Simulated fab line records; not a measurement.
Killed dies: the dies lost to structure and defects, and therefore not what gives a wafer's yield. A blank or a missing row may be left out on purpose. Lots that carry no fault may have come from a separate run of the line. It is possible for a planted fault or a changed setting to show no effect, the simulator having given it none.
What tool caused it? ; flow n5-finfet ; 27 wafers from 9 lots sampled at 5 of the route's 1938 steps

== WHAT THE GAUGES SHOWED, per wafer ==
N5_BEOL_M4_RC_MEAS_101.
lot;measured;on;DIBL_N (mV/V);DIBL_P (mV/V);IOFF_N (nA/um);IOFF_P (nA/um);ION_N (uA/um);ION_P (uA/um);SS_N (mV/dec);SS_P (mV/dec);VT_N (mV);VT_P (mV)
L360;day 8 09:23;prober-01;34.7 33.8 37.8;35.3 35.0 38.8;0.13 0.13 0.20;0.19 0.19 0.25;665 687 689;459 467 467;71.2 71.0 71.7;73.2 73.7 74.1;251 249 246;-253 -251 -249
L361;day 8 09:34;prober-02;37.8 34.9 38.9;36.7 33.9 38.6;0.16 0.13 0.19;0.19 0.17 0.23;666 677 688;450 462 463;71.9 69.7 71.8;73.9 73.0 73.7;249 252 248;-254 -255 -251
L368;day 10 08:27;prober-02;40.9 36.3 31.0;45.1 39.3 32.1;0.28 0.17 0.09;0.36 0.23 0.13;698 685 647;474 472 449;72.8 71.2 69.7;75.9 72.8 71.9;240 247 256;-244 -251 -257
L372;day 10 22:02;prober-01;36.0 34.0 36.7;34.8 31.5 34.3;0.18 0.13 0.18;0.22 0.17 0.21;691 668 687;467 462 474;71.4 70.7 71.0;72.5 71.9 72.6;247 255 249;-250 -251 -248
L374;day 11 14:02;prober-02;39.4 34.7 35.5;41.1 32.9 35.6;0.25 0.14 0.15;0.29 0.15 0.20;703 672 670;478 454 461;72.8 71.4 71.3;74.9 72.9 72.9;243 250 250;-244 -255 -252
L376;day 11 15:13;prober-02;38.0 38.0 34.9;35.6 37.6 31.6;0.16 0.18 0.12;0.18 0.21 0.13;675 678 662;453 454 448;71.6 72.3 71.6;73.2 73.6 72.1;249 249 254;-254 -251 -256
L377;day 11 20:49;prober-02;38.1 40.9 38.4;35.3 38.5 35.4;0.18 0.22 0.16;0.24 0.30 0.23;688 693 669;475 478 459;72.0 72.2 71.9;73.1 74.1 73.5;249 243 252;-246 -244 -248
L380;day 13 05:25;prober-02;38.8 37.5 37.8;40.2 39.5 38.9;0.22 0.20 0.18;0.29 0.29 0.25;696 696 679;472 480 466;72.0 72.4 72.2;74.7 74.3 74.3;247 245 249;-244 -244 -245
L382;day 13 10:34;prober-01;33.4 37.3 35.5;34.3 39.2 37.2;0.12 0.20 0.15;0.17 0.25 0.22;671 687 670;460 468 466;70.6 71.6 71.4;73.1 73.7 73.1;256 246 251;-255 -250 -250

== WHICH TOOL RAN EACH LOT (tool, then ch and the chambers of the sampled wafers, then the start) ==
lot;N5_GATE_CUT_VAPOR_ETCH_60;N5_GATE_CUT_ETCH_37;N5_GATE_CUT_CUT_ETCH_53;N5_GATE_CUT_ALD_22
L360;rie-metal-03 ch 1, day 4 10:53;rie-diel-03 ch 0,1,2, day 4 14:25;rie-metal-01 ch 0,1, day 4 14:44;ald-sin-04 ch 1,2,3, day 4 15:47
L361;rie-metal-03 ch 0, day 4 13:41;rie-diel-01 ch 0,1, day 4 17:13;rie-metal-03 ch 0,1, day 4 17:32;ald-sin-04 ch 0,2,3, day 4 17:59
L368;rie-metal-01 ch 0,1, day 6 12:13;rie-diel-02 ch 1,2,3, day 6 16:00;rie-metal-01 ch 0,1, day 6 16:19;ald-sin-04 ch 0,1,3, day 6 16:58
L372;rie-metal-01 ch 0,1, day 7 07:24;rie-diel-02 ch 0,1,2, day 7 11:35;rie-metal-01 ch 0, day 7 11:53;ald-sin-01 ch 0,1,2, day 7 12:42
L374;rie-metal-03 ch 0, day 7 19:15;rie-diel-02 ch 1,3, day 7 23:03;rie-metal-01 ch 0, day 7 23:22;ald-sin-03 ch 0,3, day 8 00:05
L376;rie-metal-03 ch 0,1, day 8 06:52;rie-diel-03 ch 0,2,3, day 8 10:42;rie-metal-02 ch 0,1, day 8 11:01;ald-sin-04 ch 2,3, day 8 11:37
L377;rie-metal-02 ch 0,1, day 8 14:37;rie-diel-02 ch 0,1,2, day 8 18:10;rie-metal-02 ch 0,1, day 8 18:29;ald-sin-01 ch 0,2,3, day 8 19:01
L380;rie-metal-02 ch 0,1, day 9 09:15;rie-diel-03 ch 0,1, day 9 13:02;rie-metal-03 ch 0,1, day 9 13:21;ald-sin-01 ch 0,1,2, day 9 13:48
L382;rie-metal-01 ch 0,1, day 10 02:15;rie-diel-01 ch 0,1,2, day 10 06:02;rie-metal-02 ch 0,1, day 10 06:21;ald-sin-03 ch 1,3, day 10 06:50
- N5_GATE_CUT_VAPOR_ETCH_60: etches HfO2 in BCl3/Cl2.
- N5_GATE_CUT_ETCH_37: etches SOC in N2/H2, target depth 60 nm, overetch 12 nm, time 90 s.
- N5_GATE_CUT_CUT_ETCH_53: etches W in SF6/Cl2, target depth 79.2 nm.
- N5_GATE_CUT_ALD_22: deposits SiNx, target thk 16 nm, pulse time 1 s, ald cycles 320.

== AS READ BY THE TOOLS THEMSELVES (means over the sampled wafers that have a number; for cases with no such wafer, the mark the record gives instead) ==
N5_GATE_CUT_VAPOR_ETCH_60.
lot;tool;drypump-motor-current-A (A);oes-product-au (a.u.)
L360;rie-metal-03;5.7;0.65
L361;rie-metal-03;5.3;0.91
L368;rie-metal-01;5.7;0.69
L372;rie-metal-01;5.6;0.63
L374;rie-metal-03;5.3;0.88
L376;rie-metal-03;5.5;0.72
L377;rie-metal-02;6.1;0.84
L380;rie-metal-02;6.3;0.82
L382;rie-metal-01;5.8;0.80

N5_GATE_CUT_ETCH_37.
lot;tool;bias-w (W);drypump-motor-current-A (A);oes-product-au (a.u.);rf-fwd-power-W (W);rf-vpp-V (V);showerhead-plenum-p-Torr (Torr);throttle-valve-pct (%)
L360;rie-diel-03;149.6;6.1;0.68;835;524.6;2.57;17.72
L361;rie-diel-01;150.3;5.3;0.66;833;524.6;2.60;17.77
L368;rie-diel-02;150.1;5.8;0.65;836;523.2;2.53;18.18
L372;rie-diel-02;149.8;5.9;0.65;834;523.7;2.57;18.14
L374;rie-diel-02;149.9;5.7;0.64;835;521.8;2.48;18.29
L376;rie-diel-03;150.1;6.4;0.71;835;525.6;2.61;17.58
L377;rie-diel-02;149.8;5.9;0.63;839;523.5;2.56;18.15
L380;rie-diel-03;150.4;5.8;0.66;831;523.5;2.56;17.93
L382;rie-diel-01;149.9;5.4;0.75;833;524.4;2.57;17.88

N5_GATE_CUT_CUT_ETCH_53.
lot;tool;bias-w (W);drypump-motor-current-A (A);etch-rf-on-time-s (s);oes-product-au (a.u.);rf-fwd-power-W (W);throttle-valve-pct (%)
L360;rie-metal-01;80.35;5.7;26.7;0.59;875.0;28.70
L361;rie-metal-03;79.83;5.4;26.4;0.74;877.3;28.61
L368;rie-metal-01;80.14;5.8;26.5;0.63;877.6;28.76
L372;rie-metal-01;79.96;5.9;21.7;0.77;1090.7;28.84
L374;rie-metal-01;80.00;5.9;21.9;0.76;1093.4;28.83
L376;rie-metal-02;79.94;6.1;27.9;0.74;880.4;28.60
L377;rie-metal-02;80.22;6.3;27.4;0.74;879.3;28.50
L380;rie-metal-03;79.84;5.5;26.7;0.70;877.6;28.63
L382;rie-metal-02;80.13;6.3;27.5;0.72;878.7;28.51

N5_GATE_CUT_ALD_22.
lot;tool;heater-power-w (W);precursor-pulse-height-rel
L360;ald-sin-04;759;0.992
L361;ald-sin-04;746;1.000
L368;ald-sin-04;726;1.009
L372;ald-sin-01;800;0.984
L374;ald-sin-03;762;0.981
L376;ald-sin-04;754;1.021
L377;ald-sin-01;812;0.996
L380;ald-sin-01;812;0.986
L382;ald-sin-03;749;0.994

== THE ANSWER, worked out from the rows above alone ==
Rule: what is usual is taken from the lots themselves. The widest of any qualifying gaps counts: lots, ordered by their means at a reading, are off when they make up no more than a third of the lots, leave a main group of 4 or more, and stand apart from it by 3 or more times the standard deviation of that group's means. The tables above print the reading to a certain number of digits; a main group whose means all agree to those digits is not used. Also off: a lot with no number at a reading for which 4 or more lots have one. All remaining lots with rows at the step are treated as sound. The gauges are gone through in route order, then the tools' own readings, and for those a lot's mean is taken as printed above. At the first step where some lot is off, the reading lying furthest off is the one used; lots without a number count as furthest.
Off: L372, L374, at N5_GATE_CUT_CUT_ETCH_53 (rf-fwd-power-W). For the main group the mean is 878.0 W and the standard deviation 1.6.
If a tool, at that step or one of the process steps before it, ran each lot that is off and ran no sound lot following the first of them, it fits. One fits: N5_GATE_CUT_CUT_ETCH_53 on rie-metal-01. Its last sound lot is L368 (day 6 16:19), its first lot that is off L372 (day 7 11:53): a fault that began between those two fits.
The tool's own readings at N5_GATE_CUT_CUT_ETCH_53 bear it out: on the lots that are off they differ by more than 5 times the standard deviation of the sound lots' means. etch-rf-on-time-s reads 21.8 s there against 27.0 s on the sound lots; rf-fwd-power-W reads 1092.1 W there against 878.0 W on the sound lots.

== WHAT THE SIMULATOR PUT IN ==
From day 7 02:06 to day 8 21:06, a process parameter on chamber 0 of rie-metal-01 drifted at N5_GATE_CUT_CUT_ETCH_53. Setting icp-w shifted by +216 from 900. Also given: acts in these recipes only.
Shown lots that were struck: L372, L374. The rule above found the same.
